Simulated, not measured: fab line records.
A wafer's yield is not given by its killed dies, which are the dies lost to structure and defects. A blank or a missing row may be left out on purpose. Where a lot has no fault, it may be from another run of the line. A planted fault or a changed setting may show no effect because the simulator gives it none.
Chamber matching	flow n5 finfet	N5_BEOL_M3_VIA_ETCH_34 on rie diel-06: 3 sister chambers
The step etches the open film in C4F6/O2, target depth 69.4 nm, time 65.9 s. 3 wafers are shown with their chamber, then 10 later ones without.

== WAFERS, EACH WITH ITS CHAMBER ==
wafer	chamber	throttle valve pct (%)
L089.2	1	30.93
L076.3	0	30.56
L076.4	3	31.21

== WAFERS WITH NO CHAMBER GIVEN ==
wafer	throttle valve pct (%)
L076.6	30.91
L091.2	30.93
L091.5	30.57
L091.6	31.22
L095.2	30.93
L095.5	31.21
L095.6	30.57
L097.1	30.95
L097.5	30.93
L097.6	30.58

== EACH ONE'S CHAMBER ==
wafer	from the rows above	in truth
L076.6	1	1
L091.2	1	1
L091.5	0	0
L091.6	3	3
L095.2	1	1
L095.5	3	3
L095.6	0	0
L097.1	1	1
L097.5	1	1
L097.6	0	0
Correct placement for 10 of the 10. Can't be placed from these rows: 0. 0 placed wrongly.
How it was worked out, from the rows above alone: a wafer's distance from a chamber is the root of the sum, over the readings, of the square of ((its reading less the chamber's mean) divided by the reading's scatter). The wafer belongs to the nearest chamber; if the next one is less than 2 further off, it can't be placed. The mean given for a chamber averages the wafers shown for that chamber. The scatter: with one shown wafer a chamber, the root of the mean of the squares of how far each hidden wafer lies from its nearest shown one.
